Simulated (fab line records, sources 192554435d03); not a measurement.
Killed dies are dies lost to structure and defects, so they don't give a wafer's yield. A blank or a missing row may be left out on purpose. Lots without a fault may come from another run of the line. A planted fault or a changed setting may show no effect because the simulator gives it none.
A struck lot beside a sound one | flow n5_finfet | 22 steps out of a route of 1938
Sound: wafers L434.1, L434.3, L434.6. Struck: wafers L430.1, L430.3, L430.4. The cause comes at the end.
At each step with rows: each side's tool, then ch and its chambers, then its first start. Under that, the readings that differ: sound wafers | struck wafers | difference of the means | sigmas: that difference in standard deviations of wafers without a fault.
alike: readings whose means differ by less than 2 such deviations, and words and numbers that are the same on both sides. not compared: withheld readings, readings that some wafer has no value for, bounds like >300 that may hide the same value, and numbers for which the record gives no deviation and whose values overlap.
The two part at a step that has a row with sigmas, a row that says differs or no value, or rows on one side only. Numbers that don't overlap but have no deviation are shown without sigmas and don't part them. A reading that every wafer of one side lacks parts them only if that side has two wafers or more.

first, 9 steps without rows for these wafers: N5_GATE_CUT_COAT_27 (time 60 s, resist thk 10 nm); N5_GATE_CUT_COAT_07 (resist thk 30 nm); N5_GATE_CUT_EBR_09; N5_GATE_CUT_SOFTBAKE_08 (time 60 s); N5_GATE_CUT_EXPOSE_10 (exposes mask GATE CUT, target cd 20 nm); N5_GATE_CUT_PEB_11 (peb time 60 s); N5_GATE_CUT_DEVELOP_12 (develop time 30 s); N5_GATE_CUT_DESCUM_18 (chemistry O2, time 7 s); N5_GATE_CUT_ETCH_28 (etches underlayer in N2/H2, target depth 13 nm, time 10.4 s).
N5_GATE_CUT_ETCH_36: etches SiARC in CF4, target depth 13 nm, time 21.7 s.
  sound on rie_diel-02 ch 0,1,2, day 9 19:33; struck on rie_diel-04 ch 0,1,2, day 8 20:52
  no value came back on the struck wafers for any of 10 readings (bias_w (W), cf4_flow_sccm (sccm) and others); on the sound wafers bias_w (W) reads 35.93 36.07 36.05
  reading                                       | sound       | struck         | difference | sigmas
  model.CAR-EUV_of_GATE_CUT_COAT_07.thk_nm (nm) | 6.8 6.8 6.8 | 14.8 14.8 14.6 | +7.9       |
  not compared: rf_hours_counter_h
N5_GATE_CUT_ETCH_37: etches SOC in N2/H2, target depth 60 nm, overetch 12 nm, time 90 s.
  sound on rie_diel-02 ch 0,1,2, day 9 19:35; struck on rie_diel-04 ch 0,1,2, day 8 20:53
  reading               | sound          | struck         | difference | sigmas
  oes_product_au (a.u.) | 0.67 0.86 0.78 | 0.27 0.27 0.33 | -0.48      | -8
  alike: bias_w, chamber_pressure_mTorr, drypump_motor_current_A, rf_fwd_power_W, rf_vpp_V, showerhead_plenum_p_Torr, throttle_valve_pct
  not compared: rf_hours_counter_h
then, 2 steps without rows for these wafers: N5_GATE_CUT_STRIP_38 (strips in N2/H2); N5_GATE_CUT_STRIP_39 (strips in N2/H2).
N5_GATE_CUT_HM_OPEN_40: chemistry C4F6/O2, target SiO2, target depth 139 nm, time 85.1 s.
  sound on rie_diel-02 ch 0,1,2, day 9 19:40; struck on rie_diel-04 ch 0,1,2, day 8 20:59
  reading               | sound             | struck            | difference                    | sigmas
  etch_rf_on_time_s (s) | 92.9 96.4 91.4    | 212.7 212.8 212.7 | +119.2                        | +46
  oes_product_au (a.u.) | 0.67 0.84 0.80    | 0.28 0.28 0.33    | -0.47                         | -7
  rf_fwd_power_W (W)    | 344.9 341.5 342.8 | - - -             | no value on the struck wafers |
  alike: chamber_pressure_mTorr, drypump_motor_current_A, rf_vpp_V, showerhead_plenum_p_Torr, throttle_valve_pct
  not compared: rf_hours_counter_h
then, 2 steps without rows for these wafers: N5_GATE_CUT_STRIP_41 (strips in CF4); N5_GATE_CUT_STRIP_42 (strips in O2).
N5_GATE_CUT_ETCH_19: etches SiNx in CH3F/O2, target depth 53.7 nm, time 76.7 s.
  sound on rie_diel-02 ch 0,1,2, day 9 19:47; struck on rie_diel-04 ch 0,1,2, day 8 21:06
  reading               | sound             | struck            | difference                    | sigmas
  etch_rf_on_time_s (s) | 76.6 79.0 75.6    | 191.8 191.7 191.8 | +114.7                        | +57
  oes_product_au (a.u.) | 0.63 0.80 0.76    | 0.27 0.28 0.32    | -0.44                         | -7
  rf_fwd_power_W (W)    | 394.2 390.4 393.1 | - - -             | no value on the struck wafers |
  alike: CH3F_flow_sccm, O2_flow_sccm, chamber_pressure_mTorr, drypump_motor_current_A, rf_vpp_V, showerhead_plenum_p_Torr, throttle_valve_pct
  not compared: rf_hours_counter_h
N5_GATE_CUT_CUT_ETCH_53: etches W in SF6/Cl2, target depth 79.2 nm.
  sound on rie_metal-03 ch 0,1, day 9 19:53; struck on rie_metal-01 ch 0,1, day 8 21:13
  reading                | sound          | struck         | difference | sigmas
  etch_rf_on_time_s (s)  | 26.5 25.3 25.2 | 34.3 34.3 34.3 | +8.6       | +7
  oes_product_au (a.u.)  | 0.72 0.70 0.71 | 0.30 0.27 0.29 | -0.42      | -8
  throttle_valve_pct (%) | 29.2 28.7 28.7 | 27.0 27.9 27.0 | -1.6       | -3
  alike: SF6_flow_sccm, bias_w, chamber_pressure_mTorr, drypump_motor_current_A, rf_fwd_power_W
  not compared: rf_hours_counter_h
N5_GATE_CUT_CUT_ETCH_54: etches TiN in Cl2/BCl3, target depth 96.7 nm.
  sound on rie_metal-03 ch 0,1, day 9 19:57; struck on rie_metal-01 ch 0,1, day 8 21:16
  reading               | sound          | struck         | difference | sigmas
  etch_rf_on_time_s (s) | 36.8 35.2 35.0 | 47.9 47.9 47.9 | +12.2      | +7
  oes_product_au (a.u.) | 0.72 0.70 0.71 | 0.30 0.27 0.30 | -0.42      | -8
  alike: bcl3_flow_sccm, bias_w, chamber_pressure_mTorr, drypump_motor_current_A, rf_fwd_power_W, throttle_valve_pct
  not compared: rf_hours_counter_h
N5_GATE_CUT_CUT_ETCH_55: etches HfO2 in BCl3, target depth 3.2 nm.
  sound on rie_metal-03 ch 0,1, day 9 20:01; struck on rie_metal-01 ch 0,1, day 8 21:20
  reading               | sound          | struck         | difference | sigmas
  oes_product_au (a.u.) | 0.82 0.76 0.75 | 0.30 0.27 0.30 | -0.49      | -9
  alike: bcl3_flow_sccm, bias_w, chamber_pressure_mTorr, drypump_motor_current_A, rf_fwd_power_W, throttle_valve_pct
  not compared: rf_hours_counter_h
N5_BEOL_M4_RC_MEAS_101:
  the record has rows for the sound wafers here (prober-01 ch 0, day 13 11:25) and none for the struck ones
-- the record jumps here: 7 days lie between the struck wafers' starts before and after (it left off in module BEOL_M4 and takes up again in module PASSIVATION, whose first step shown is number 1936 of the route) --
N5_PASSIVATION_PROBE_49:
  the record has rows for the struck wafers here (prober-02, day 16 04:44) and none for the sound ones

WHERE THEY PART
First at N5_GATE_CUT_ETCH_36; last, within this record, at N5_PASSIVATION_PROBE_49.

WHY: what the simulator had put in
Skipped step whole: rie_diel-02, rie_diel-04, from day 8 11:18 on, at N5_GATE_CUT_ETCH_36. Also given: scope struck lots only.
